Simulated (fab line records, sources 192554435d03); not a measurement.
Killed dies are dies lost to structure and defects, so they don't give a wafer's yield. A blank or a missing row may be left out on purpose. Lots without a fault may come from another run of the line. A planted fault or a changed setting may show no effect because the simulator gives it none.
fab line records | flow n5_finfet
record lots=6 wafers=17 last_day=18
route steps=1938 shown BEOL_M3@962 BEOL_M4@1111 PASSIVATION@1936
lots that met no fault: from a run of the same line without faults
start_h: hours from the record's first day to the start of the lot's first wafer shown | wait_h: hours since the lot's step before | " the same as in the row above | L1.1+2: a row that stands for several wafers | - no value, or no start given | * or withheld: withheld | < > ~ a bound
route shown NAME@n: a module of which the file shows steps, and the number in the route of the first | usual: mean/standard deviation of fault-free wafers | same: alike in all rows | chamber/n: place in a boat | sites: the reading at each site | _std_site: their standard deviation | _edge_site: outer sites' mean less inner sites' | radius_mm: how far each site lies from the wafer's centre | mask NAME#n: copy n | behind: the tool/chamber that last shaped the wafer | hold: why the lot was held/for how many hours/how that ended | device: the transistor (n, p or np) that didn't switch | end of line: the same wafers' tests at the end of the route | a step without rows: its recipe alone | killed: dies lost to structure and defects at the first sort, not the wafer's yield | map: a wafer's dies, x killed, . not, _ none there
set.NAME: the setting as run; set.NAME@STEP: as run at that earlier step | model.NAME: the simulator's own value behind a step, which no gauge read
lots at some steps of the route; a table a step, a row a wafer
services: from which hour (start_h, from the record's first day; less than 0 if before it) a tool's chamber was out of use, for how many hours, and why
## steps
# step N5_BEOL_M3_SOFTBAKE_23
# recipe temp_c=110 time_s=60 resist=CAR-EUV
# step N5_BEOL_M3_EXPOSE_25
# recipe mask_id=V2 na=0.33 source_shape=quasar sigma_inner=0.2 sigma_outer=0.8 polarization=unpolarized defocus_nm=5 dose_mj=63
# step N5_BEOL_M3_PEB_26
# recipe peb_temp_c=100 peb_time_s=60 resist=CAR-EUV
# step N5_BEOL_M3_DEVELOP_27
# recipe develop_time_s=30 developer=TMAH resist=CAR-EUV rinse_liquid=surfactant_rinse dry=air_spin dev_temp_c=23
# step N5_BEOL_M3_CD_MEAS_28
# recipe target_cd_nm=25.7 landing_energy_ev=500 detector=se_inlens target_cd_y_nm=23.3 polarity=opening
# usual cd_nm=25.72/0.24
# columns lot.wafer tool chamber start_h wait_h cd_nm
L485.1 cd_sem-03 0 144.92 - 25.66
L485.5 " 0 " " 26.07
L485.6 " 0 " " 25.39
L493.3 cd_sem-02 0 197.36 - 25.50
L493.4 " 0 " " 25.76
L498.3 cd_sem-01 0 224.25 - 25.30
L498.4 " 0 " " 25.92
L498.5 " 0 " " 25.53
L502.4 cd_sem-02 0 250.97 - 25.49
L502.5 " 0 " " 25.42
L502.6 " 0 " " 25.94
L505.2 cd_sem-01 0 281.07 - 25.57
L505.3 " 0 " " 25.50
L505.4 " 0 " " 25.56
L506.1 cd_sem-02 0 281.69 - 25.49
L506.2 " 0 " " 25.75
L506.6 " 0 " " 25.47
# step N5_BEOL_M3_OVL_MEAS_29
# recipe points_per_wafer=522
# usual V2_OVL=0.3/0.61
# columns lot.wafer tool chamber start_h wait_h V2_OVL[nm]
L485.1 overlay-01 0 144.95 0.0 1.1
L485.5 " 0 " " 1.0
L485.6 " 0 " " 1.5
L493.3 overlay-01 0 197.40 0.0 1.0
L493.4 " 0 " " 0.7
L498.3 overlay-02 0 224.29 0.0 0.8
L498.4 " 0 " " 0.2
L498.5 " 0 " " 1.3
L502.4 overlay-01 0 251.02 0.0 0.8
L502.5 " 0 " " -0.5
L502.6 " 0 " " 0.4
L505.2 overlay-02 0 281.11 0.0 1.7
L505.3 " 0 " " 1.4
L505.4 " 0 " " 1.0
L506.1 overlay-02 0 281.72 0.0 0.4
L506.2 " 0 " " 1.3
L506.6 " 0 " " 0.6
# step N5_BEOL_M3_INSPECT_30
# recipe mode=adi inspect_instrument=brightfield
# usual raw_defect_count=416/96
# columns lot.wafer tool chamber start_h wait_h raw_defect_count
L485.1 defect_inspect-01 - 145.01 0.1 533
L485.5 " - " " 344
L485.6 " - " " 385
L493.3 defect_inspect-02 - 197.45 0.0 487
L493.4 " - " " 447
L498.3 defect_inspect-01 - 224.34 0.0 373
L498.4 " - " " 480
L498.5 " - " " 322
L502.4 defect_inspect-02 - 251.06 0.0 406
L502.5 " - " " 543
L502.6 " - " " 501
L505.2 defect_inspect-01 - 281.16 0.0 326
L505.3 " - " " 302
L505.4 " - " " 371
L506.1 defect_inspect-02 - 281.78 0.1 253
L506.2 " - " " 306
L506.6 " - " " 342
# step N5_BEOL_M3_DESCUM_33
# recipe chemistry=O2 time_s=7 source_power_w=50 bias_power_w=20 pressure_mtorr=20 rf_frequency_hz=2.712e+07 temp_c=40 resist=CAR-EUV o2_flow_sccm=225
# usual drypump_motor_current_A=5.8/0.3 oes_product_au=0.79/0.078 rf_vpp_V=243.6/1.6 showerhead_plenum_p_Torr=2.12/0.078 throttle_valve_pct=20.34/0.26
# columns lot.wafer tool chamber start_h wait_h drypump_motor_current_A oes_product_au rf_hours_counter_h rf_vpp_V showerhead_plenum_p_Torr throttle_valve_pct
L485.1 rie_diel-03 3 145.16 0.1 5.8 0.93 10 245.1 2.13 20.31
L485.5 " 0 " " 5.2 0.98 - 243.8 2.15 20.26
L485.6 " 1 " " 5.9 0.71 - 243.8 2.17 20.79
L493.3 rie_diel-03 0 197.48 0.0 5.2 0.92 19 242.6 2.15 20.26
L493.4 " 3 " " 5.8 0.89 - 244.3 2.12 20.33
L498.3 rie_diel-03 1 224.37 0.0 5.9 0.71 207 244.4 2.16 20.82
L498.4 " 2 " " 5.4 0.78 122 242.0 2.10 20.50
L498.5 " 3 " " 5.8 0.88 - 242.3 2.12 20.35
L502.4 rie_diel-04 2 251.09 0.0 6.0 0.76 176 244.0 2.16 19.95
L502.5 " 1 " " 5.7 0.93 - 242.9 2.05 19.97
L502.6 " 2 " " 6.1 0.76 - 243.9 2.16 19.95
L505.2 rie_diel-04 3 281.19 0.0 5.5 0.72 184 241.2 1.93 20.52
L505.3 " 0 " " 5.9 0.73 196 244.9 2.17 20.49
L505.4 " 2 " " 6.1 0.74 183 245.1 2.16 19.95
L506.1 rie_diel-03 1 281.81 0.0 5.9 0.69 224 242.6 2.15 20.84
L506.2 " 3 " " 5.8 0.85 52 242.6 2.11 20.38
L506.6 " 3 " " 5.8 0.85 - 243.9 2.11 20.38
# step N5_BEOL_M3_ETCH_77
# recipe chemistry=N2/H2 target=underlayer target_depth_a=65 mask_material=CAR-EUV time_s=5.2 ion_energy_ev=200 pressure_mtorr=30 source_w=840 bias_w=150 n2_flow_sccm=200 h2_flow_sccm=200 ends=cleared
# usual bias_w=150.0/0.48 drypump_motor_current_A=5.8/0.3 etch_rf_on_time_s=5.19/0.11 oes_product_au=0.68/0.069 rf_vpp_V=525/3.2 showerhead_plenum_p_Torr=2.58/0.095 throttle_valve_pct=17.78/0.25
# columns lot.wafer tool chamber start_h wait_h bias_w drypump_motor_current_A etch_rf_on_time_s oes_product_au rf_hours_counter_h rf_vpp_V showerhead_plenum_p_Torr throttle_valve_pct
L485.1 rie_diel-03 3 145.19 0.0 149.3 5.8 5.16 0.80 10 525 2.60 17.71
L485.5 " 0 " " 150.6 5.1 4.89 0.85 - 526 2.60 17.57
L485.6 " 1 " " 150.2 5.9 5.09 0.63 - 527 2.62 18.12
L493.3 rie_diel-03 0 197.52 0.0 150.0 5.2 5.00 0.80 19 525 2.60 17.62
L493.4 " 3 " " 149.9 5.8 5.28 0.75 - 524 2.59 17.73
L498.3 rie_diel-03 1 224.41 0.0 149.6 5.9 5.13 0.61 207 526 2.61 18.16
L498.4 " 2 " " 150.6 5.4 5.05 0.66 122 525 2.57 18.00
L498.5 " 3 " " 150.1 5.8 5.22 0.76 - 527 2.59 17.77
L502.4 rie_diel-04 2 251.13 0.0 150.8 6.1 5.30 0.64 176 526 2.63 17.40
L502.5 " 1 " " 149.8 5.6 5.11 0.79 - 522 2.50 17.42
L502.6 " 2 " " 150.7 6.1 5.31 0.63 - 528 2.63 17.40
L505.2 rie_diel-04 3 281.23 0.0 148.6 5.5 5.28 0.61 184 518 2.33 17.97
L505.3 " 0 " " 149.9 5.9 5.14 0.61 196 526 2.62 17.84
L505.4 " 2 " " 150.0 6.1 5.27 0.64 183 525 2.63 17.41
L506.1 rie_diel-03 1 281.85 0.0 151.1 5.9 5.09 0.60 224 525 2.60 18.19
L506.2 " 3 " " 149.8 5.8 5.19 0.73 52 525 2.58 17.79
L506.6 " 3 " " 149.0 5.8 5.27 0.74 - 524 2.58 17.79
# step N5_BEOL_M3_ETCH_69
# recipe chemistry=CF4 target=SiARC target_depth_a=156 mask_material=CAR-EUV time_s=26 ion_energy_ev=80 pressure_mtorr=40 source_w=545 bias_w=36 Ar_flow_sccm=100 cf4_flow_sccm=100 ends=cleared
# usual bias_w=36.01/0.1 drypump_motor_current_A=5.8/0.3 etch_rf_on_time_s=26.0/0.57 oes_product_au=0.68/0.068 rf_vpp_V=184.3/1.3 showerhead_plenum_p_Torr=2.17/0.08 throttle_valve_pct=15.53/0.25
# columns lot.wafer tool chamber start_h wait_h bias_w drypump_motor_current_A etch_rf_on_time_s oes_product_au rf_hours_counter_h rf_vpp_V showerhead_plenum_p_Torr throttle_valve_pct
L485.1 rie_diel-03 3 145.21 0.0 36.29 5.8 26.0 0.81 10 183.3 2.19 15.49
L485.5 " 0 " " 36.17 5.2 24.9 0.85 - 185.7 2.19 15.30
L485.6 " 1 " " 36.02 5.9 25.6 0.62 - 183.5 2.22 16.04
L493.3 rie_diel-03 0 197.53 0.0 35.87 5.2 24.5 0.80 19 183.4 2.18 15.32
L493.4 " 3 " " 35.96 5.8 26.1 0.76 - 185.0 2.18 15.54
L498.3 rie_diel-03 1 224.42 0.0 35.99 5.9 25.4 0.61 207 187.6 2.21 16.07
L498.4 " 2 " " 35.93 5.4 25.2 0.67 122 183.6 2.15 15.63
L498.5 " 3 " " 36.19 5.8 25.9 0.76 - 184.6 2.18 15.54
L502.4 rie_diel-04 2 251.14 0.0 35.94 6.1 26.6 0.64 176 184.4 2.21 15.30
L502.5 " 1 " " 36.17 5.7 25.7 0.79 - 182.9 2.10 15.05
L502.6 " 2 " " 35.96 6.1 26.7 0.64 - 184.7 2.21 15.27
L505.2 rie_diel-04 3 281.25 0.0 36.18 5.5 26.4 0.60 184 182.3 1.96 15.57
L505.3 " 0 " " 36.10 5.8 25.7 0.61 196 186.1 2.22 15.70
L505.4 " 2 " " 36.03 6.0 26.6 0.63 183 184.2 2.21 15.29
L506.1 rie_diel-03 1 281.87 0.0 36.09 5.9 25.7 0.59 224 185.7 2.21 16.10
L506.2 " 3 " " 36.05 5.8 26.7 0.72 52 184.9 2.17 15.59
L506.6 " 3 " " 36.01 5.8 26.3 0.73 - 183.3 2.17 15.61
# step N5_BEOL_M3_ALD_98
# recipe material=SiO2 target_thk_a=25 temp_c=100 ald_precursor_family=BDEAS ald_co_reactant=O2-plasma pulse_time_s=1 co_reactant_pulse_time_s=1 purge_time_s=2 co_reactant_purge_time_s=2 ald_cycles=17 pressure_torr=2
# usual heater_power_w=80/6.1 precursor_pulse_height_rel=0.998/0.021
# columns lot.wafer tool chamber start_h wait_h heater_power_w precursor_pulse_height_rel
L485.1 ald_sin-01 2 145.38 0.1 75 1.008
L485.5 " 1 " " 75 0.963
L485.6 " 0 " " 80 1.040
L493.3 ald_sin-02 0 197.67 0.1 86 0.989
L493.4 " 1 " " 90 1.033
L498.3 ald_sin-02 1 224.68 0.2 87 1.011
L498.4 " 3 " " 78 1.019
L498.5 " 0 " " 85 0.982
L502.4 ald_sin-01 0 251.27 0.1 82 1.017
L502.5 " 3 " " 74 0.995
L502.6 " 2 " " 77 0.987
L505.2 ald_sin-01 2 281.54 0.3 75 1.034
L505.3 " 0 " " 83 0.994
L505.4 " 1 " " 77 1.011
L506.1 ald_sin-01 1 282.12 0.2 76 1.023
L506.2 " 0 " " 83 1.030
L506.6 " 2 " " 76 0.973
# step N5_BEOL_M3_ETCHBACK_99
# recipe chemistry=CHF3 target=SiO2 target_depth_a=50 time_s=10.4 source_w=215 bias_w=47 Ar_flow_sccm=200 CHF3_flow_sccm=12 ion_energy_ev=100 pressure_mtorr=30
# usual bias_w=47.02/0.14 drypump_motor_current_A=5.8/0.32 oes_product_au=0.79/0.068 rf_vpp_V=240/4.5 showerhead_plenum_p_Torr=2.19/0.083 throttle_valve_pct=17.06/0.22
# columns lot.wafer tool chamber start_h wait_h bias_w drypump_motor_current_A oes_product_au rf_hours_counter_h rf_vpp_V showerhead_plenum_p_Torr throttle_valve_pct
L485.1 rie_diel-03 0 147.83 2.4 47.44 5.2 0.98 3 232 2.20 16.77
L485.5 " 0 " " 47.25 5.2 0.98 - 232 2.20 16.78
L485.6 " 1 " " 47.06 5.9 0.72 - 241 2.24 17.51
L493.3 rie_diel-04 3 197.79 0.1 46.98 5.5 0.74 157 239 1.98 17.00
L493.4 " 2 " " 47.19 6.0 0.77 - 248 2.24 16.73
L498.3 rie_diel-04 1 228.97 4.2 46.88 5.6 0.93 4 239 2.11 16.58
L498.4 " 0 " " 46.77 5.9 0.74 181 240 2.23 17.11
L498.5 " 2 " " 46.99 6.1 0.76 - 247 2.24 16.75
L502.4 rie_diel-05 0 256.41 5.1 47.03 6.1 0.73 189 244 2.24 17.07
L502.5 " 0 " " 46.90 6.1 0.73 - 243 2.24 17.08
L502.6 " 3 " " 46.84 6.1 0.82 - 245 2.26 17.04
L505.2 rie_diel-04 1 292.70 11.1 47.03 5.7 0.90 22 241 2.11 16.61
L505.3 " 3 " " 47.14 5.5 0.71 188 238 1.97 17.04
L505.4 " 0 " " 47.16 5.9 0.72 200 241 2.23 17.12
L506.1 rie_diel-03 2 297.88 15.7 46.87 5.4 0.77 142 238 2.15 17.10
L506.2 " 1 " " 47.22 5.9 0.69 228 241 2.22 17.58
L506.6 " 2 " " 46.88 5.4 0.75 - 239 2.15 17.10
# step N5_BEOL_M3_ETCH_70
# recipe chemistry=N2/H2 target=SOC target_depth_a=800 overetch_a=160 mask_material=SiARC temp_c=40 time_s=120 ion_energy_ev=200 pressure_mtorr=30 source_w=840 bias_w=150 n2_flow_sccm=200 h2_flow_sccm=200
# usual bias_w=150.0/0.43 drypump_motor_current_A=5.8/0.32 oes_product_au=0.60/0.05 rf_vpp_V=525.0/2.8 showerhead_plenum_p_Torr=2.59/0.094 throttle_valve_pct=17.80/0.25
# columns lot.wafer tool chamber start_h wait_h bias_w drypump_motor_current_A oes_product_au rf_hours_counter_h rf_vpp_V showerhead_plenum_p_Torr throttle_valve_pct model.SiARC_of_BEOL_M3_COAT_68.thk_nm
L485.1 rie_diel-03 0 147.86 0.0 150.4 5.2 0.74 3 526.1 2.60 17.53 6.2
L485.5 " 0 " " 149.8 5.2 0.74 - 526.5 2.60 17.54 6.4
L485.6 " 1 " " 149.9 5.9 0.55 - 526.1 2.62 18.07 6.2
L493.3 rie_diel-04 3 197.82 0.0 150.0 5.5 0.57 157 519.3 2.34 17.85 3.8
L493.4 " 2 " " 150.0 6.1 0.59 - 526.9 2.64 17.35 3.8
L498.3 rie_diel-04 1 229.01 0.0 150.1 5.6 0.71 4 520.7 2.51 17.35 3.4
L498.4 " 0 " " 150.0 5.9 0.56 181 527.0 2.63 17.79 3.6
L498.5 " 2 " " 150.2 6.1 0.58 - 525.2 2.63 17.37 6.4
L502.4 rie_diel-05 0 256.45 0.0 149.2 6.0 0.56 189 526.8 2.64 17.75 6.4
L502.5 " 0 " " 149.4 6.1 0.56 - 526.5 2.64 17.75 6.2
L502.6 " 3 " " 149.8 6.1 0.63 - 527.5 2.68 17.85 6.2
L505.2 rie_diel-04 1 292.73 0.0 149.9 5.7 0.68 22 523.1 2.50 17.38 6.2
L505.3 " 3 " " 149.3 5.5 0.55 188 516.8 2.33 17.92 6.4
L505.4 " 0 " " 150.3 5.9 0.55 200 525.6 2.62 17.80 6.4
L506.1 rie_diel-03 2 297.91 0.0 150.2 5.5 0.58 142 524.2 2.56 17.98 6.2
L506.2 " 1 " " 150.4 5.9 0.52 228 525.0 2.60 18.15 6.4
L506.6 " 2 " " 149.2 5.4 0.58 - 525.2 2.56 17.98 6.2
# step N5_BEOL_M3_STRIP_71
# recipe chemistry=N2/H2 temp_c=40 n2_flow_sccm=200 h2_flow_sccm=200 rf_frequency_hz=6e+07
# step N5_BEOL_M4_RC_MEAS_101
# usual DIBL_N=35.8/1.7 DIBL_P=35.9/1.9 IOFF_N=0.151/0.028 IOFF_P=0.21/0.037 ION_N=673/12 ION_P=463/8.3 SS_N=71.4/0.59 SS_P=73.2/0.63 VT_N=250/3.2 VT_P=-250/3.7
# columns lot.wafer tool chamber start_h wait_h DIBL_N[mV/V] DIBL_P[mV/V] IOFF_N[nA/um] IOFF_P[nA/um] ION_N[uA/um] ION_P[uA/um] SS_N[mV/dec] SS_P[mV/dec] VT_N[mV] VT_P[mV]
L485.1 prober-01 0 160.53 0.0 38.0 37.1 0.180 0.26 679 470 71.7 74.2 247 -243
L485.5 " 0 " " 39.8 38.5 0.206 0.29 692 469 72.6 73.6 246 -242
L485.6 " 0 " " 37.2 36.8 0.161 0.26 691 481 72.0 73.2 250 -246
L493.3 prober-02 0 216.66 0.3 36.3 36.9 0.157 0.21 662 455 71.8 73.6 251 -249
L493.4 " 0 " " 35.4 35.9 0.152 0.20 682 467 71.2 73.1 249 -250
L498.3 prober-01 0 245.17 0.3 34.8 36.4 0.146 0.23 664 464 71.7 73.2 249 -248
L498.4 " 0 " " 37.1 39.2 0.196 0.28 683 471 71.7 73.1 247 -243
L498.5 " 0 " " 36.7 37.5 0.175 0.25 670 466 71.6 73.6 251 -247
L502.4 prober-01 0 277.06 0.5 35.7 36.5 0.157 0.23 681 464 71.5 72.8 248 -247
L502.5 " 0 " " 34.5 35.5 0.135 0.22 672 477 71.5 72.7 250 -249
L502.6 " 0 " " 32.3 32.7 0.104 0.17 660 461 70.5 71.3 255 -253
L505.2 prober-01 0 317.12 0.2 37.6 39.2 0.211 0.26 699 471 72.2 74.0 246 -247
L505.3 " 0 " " 34.0 33.9 0.136 0.18 673 460 71.0 72.4 251 -252
L505.4 " 0 " " 34.5 35.3 0.145 0.19 674 465 70.8 72.6 250 -250
L506.1 prober-01 0 320.78 0.0 35.8 35.6 0.145 0.21 685 471 71.3 73.0 251 -250
L506.2 " 0 " " 35.0 34.7 0.126 0.19 655 453 70.5 72.6 256 -250
L506.6 " 0 " " 34.9 34.1 0.126 0.19 663 452 71.5 72.9 256 -249
# step N5_PASSIVATION_PROBE_49
# usual defect_limited_yield=91.4/1.5 killed_at_M0_to_M3=33/9.8 killed_at_M4_up=14/5.5 killed_at_contacts=12/6.5 killed_at_front_end=38/11 killed_at_other=3/3.1 killed_dies=101/17 killed_open=66/13 killed_short=32/7.5 sort_bin_5_function=5.0/1 sort_bin_6_memory=3.2/0.69 sort_n_pass=1079/17 sort_yield_pct=91.4/1.5
# same gross_dies=1180 killed_at_back_side=0 sort_bin_4_leakage[%]=0 sort_bin_8_speed[%]=0
# columns lot.wafer tool chamber start_h wait_h defect_limited_yield[%] killed_at_M0_to_M3 killed_at_M4_up killed_at_contacts killed_at_front_end killed_at_other killed_dies killed_open killed_short sort_bin_5_function[%] sort_bin_6_memory[%] sort_n_pass sort_yield_pct[%]
L498.5 prober-01 - 362.10 0.2 91.3 23 13 16 50 1 103 62 26 4.4 3.1 1077 91.3
L502.4 prober-01 - 377.11 0.2 89.8 54 24 16 25 1 120 80 40 6.5 3.5 1060 89.8
L502.5 prober-01 - 377.16 0.2 91.9 37 21 4 31 3 96 60 28 4.8 2.6 1084 91.9
L502.6 prober-01 - 377.21 0.3 90.8 36 22 17 33 1 109 79 29 5.5 3.4 1071 90.8
L506.1 prober-02 - 417.57 0.0 92.6 26 9 16 29 7 87 51 33 4.9 2.5 1093 92.6
L506.2 prober-02 - 417.62 0.1 91.7 27 14 11 42 4 98 66 31 4.7 3.4 1082 91.7
L506.6 prober-02 - 417.82 0.3 90.9 34 9 20 35 9 107 73 28 5.5 3.3 1073 90.9
L505.2 prober-01 - 421.91 0.1 92.8 19 14 16 35 1 85 65 18 4.0 3.1 1095 92.8
L505.3 prober-01 - 421.96 0.1 89.7 30 22 22 32 16 122 75 38 6.8 3.0 1058 89.7
L505.4 prober-01 - 422.01 0.2 89.1 43 27 16 37 6 129 89 38 6.4 4.4 1051 89.1
# killed by level:class
L498.5 MOL_CONTACT_COAG:geometric_particle:open=14 HKMG_FIN:area_etch=14 DUMMY_GATE:geometric_particle:open=12 BEOL_M4:geometric_particle:open=8 BEOL_M0_SAQP:geometric_particle:short=7 BEOL_M1:geometric_particle:open=6 STI_FIN_REVEAL:geometric_particle:open=4 GATE_CUT:geometric_particle:short=4
L502.4 MOL_CONTACT_COAG:geometric_particle:open=16 BEOL_M0_SAQP:geometric_particle:open=12 BEOL_M3:geometric_particle:open=10 FIN_SAQP:geometric_particle:short=9 BEOL_M4:geometric_particle:open=8 BEOL_M0_SAQP:geometric_particle:short=7 BEOL_M2:geometric_particle:open=6 BEOL_M3:geometric_particle:short=6
L502.5 FIN_SAQP:geometric_particle:open=8 BEOL_M4:geometric_particle:open=8 BEOL_M2:geometric_particle:open=8 BEOL_M3:geometric_particle:open=7 BEOL_M0_SAQP:geometric_particle:short=6 BEOL_M5:geometric_particle:open=6 HKMG_FIN:area_etch=6 BEOL_M1:geometric_particle:open=5
L502.6 FIN_SAQP:geometric_particle:open=11 MOL_CONTACT_COAG:geometric_particle:open=11 BEOL_M2:geometric_particle:open=10 MOL_CONTACT_COAG:geometric_particle:short=6 BEOL_M0_SAQP:geometric_particle:open=6 BEOL_M1:geometric_particle:open=6 DUMMY_GATE:geometric_particle:open=5 BEOL_M3:geometric_particle:open=5
L506.1 MOL_CONTACT_COAG:geometric_particle:open=13 BEOL_M0:geometric_particle:open=6 DUMMY_GATE:geometric_particle:open=5 BEOL_M3:geometric_particle:open=5 BEOL_M3:geometric_particle:short=5 BEOL_M5:geometric_particle:short=4 STI_FIN_REVEAL:geometric_particle:open=4 FIN_SAQP:geometric_particle:short=3
L506.2 STI_FIN_REVEAL:geometric_particle:open=9 BEOL_M3:geometric_particle:open=9 BEOL_M0:geometric_particle:open=8 DUMMY_GATE:geometric_particle:open=7 MOL_CONTACT_COAG:geometric_particle:short=6 DUMMY_GATE:geometric_particle:short=5 FIN_SAQP:geometric_particle:open=5 MOL_CONTACT_COAG:geometric_particle:open=5
L506.6 MOL_CONTACT_COAG:geometric_particle:open=16 BEOL_M1:geometric_particle:open=8 DUMMY_GATE:geometric_particle:open=6 BEOL_M2:geometric_particle:open=6 BEOL_M3:geometric_particle:open=6 BEOL_M0:geometric_particle:open=5 FIN_SAQP:geometric_particle:open=4 FIN_SAQP:geometric_particle:short=4
L505.2 MOL_CONTACT_COAG:geometric_particle:open=15 FIN_SAQP:geometric_particle:open=8 BEOL_M3:geometric_particle:open=5 BEOL_M4:geometric_particle:open=5 STI_FIN_REVEAL:geometric_particle:open=4 STI_FIN_REVEAL:geometric_particle:short=4 GATE_CUT:geometric_particle:open=4 GATE_CUT:geometric_particle:short=4
L505.3 MOL_CONTACT_COAG:geometric_particle:open=18 BEOL_M0_SAQP:geometric_particle:short=8 PASSIVATION:area_etch=7 BEOL_M1:geometric_particle:open=6 STARTING-WAFER:geometric_particle:short=6 BEOL_M3:geometric_particle:open=6 BEOL_M5:geometric_particle:open=6 BEOL_M4:geometric_particle:open=5
L505.4 MOL_CONTACT_COAG:geometric_particle:open=14 BEOL_M3:geometric_particle:open=14 FIN_SAQP:geometric_particle:open=11 BEOL_M4:geometric_particle:open=9 STI_FIN_REVEAL:geometric_particle:open=7 BEOL_M2:geometric_particle:open=6 GATE_CUT:geometric_particle:open=5 BEOL_M0:geometric_particle:open=5
## services
# columns tool chamber start_h hours kind
rie_diel-05 - 127.03 0.2 repair
ald_sin-02 - 138.45 6.0 pm
ald_sin-01 3 153.20 4.7 repair
rie_diel-05 1 162.56 1.5 repair
ald_sin-02 - 178.42 14.0 pm
ald_sin-02 0 178.42 14.0 vent_cycle
ald_sin-02 1 178.42 14.0 vent_cycle
ald_sin-02 2 178.42 14.0 vent_cycle
ald_sin-02 3 178.42 14.0 vent_cycle
rie_diel-04 1 187.05 - clean
rie_diel-04 1 187.05 - consumable_replace:focus_ring
rie_diel-04 1 187.05 25.7 scheduled_down
rie_diel-04 1 187.05 25.7 vent_cycle
ald_sin-02 0 192.42 - clean
ald_sin-02 1 192.42 - clean
ald_sin-02 2 192.42 - clean
ald_sin-02 3 192.42 - clean
rie_diel-04 - 193.45 0.5 repair
rie_diel-05 2 195.74 11.3 repair
ald_sin-02 1 239.44 3.6 repair
ald_sin-02 3 247.14 2.0 repair
rie_diel-04 2 272.67 4.3 repair
rie_diel-05 0 282.06 8.2 repair
rie_diel-05 1 297.76 7.1 repair
## key
first_sign none at tools or gauges
model_effect step=N5_BEOL_M3_ETCH_70 value=SiARC_of_BEOL_M3_COAT_68.thk_nm without=6.35 struck=3.65
met_at N5_BEOL_M3_ETCH_70
struck_wafers L493.3,L493.4,L498.3,L498.4
baseline_loss step=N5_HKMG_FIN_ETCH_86 wafers=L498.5
fault kind=process_parameter_drift tool=rie_diel-04 chamber=- onset_h=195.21 steps=N5_BEOL_M3_ETCH_70 channel=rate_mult offset=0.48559 shape=step end_h=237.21 scope=struck_wafers_only
# baseline_loss: these wafers lose ten dies or more at that step, a loss of the line's own and not of a fault; the sort's usual values leave them out
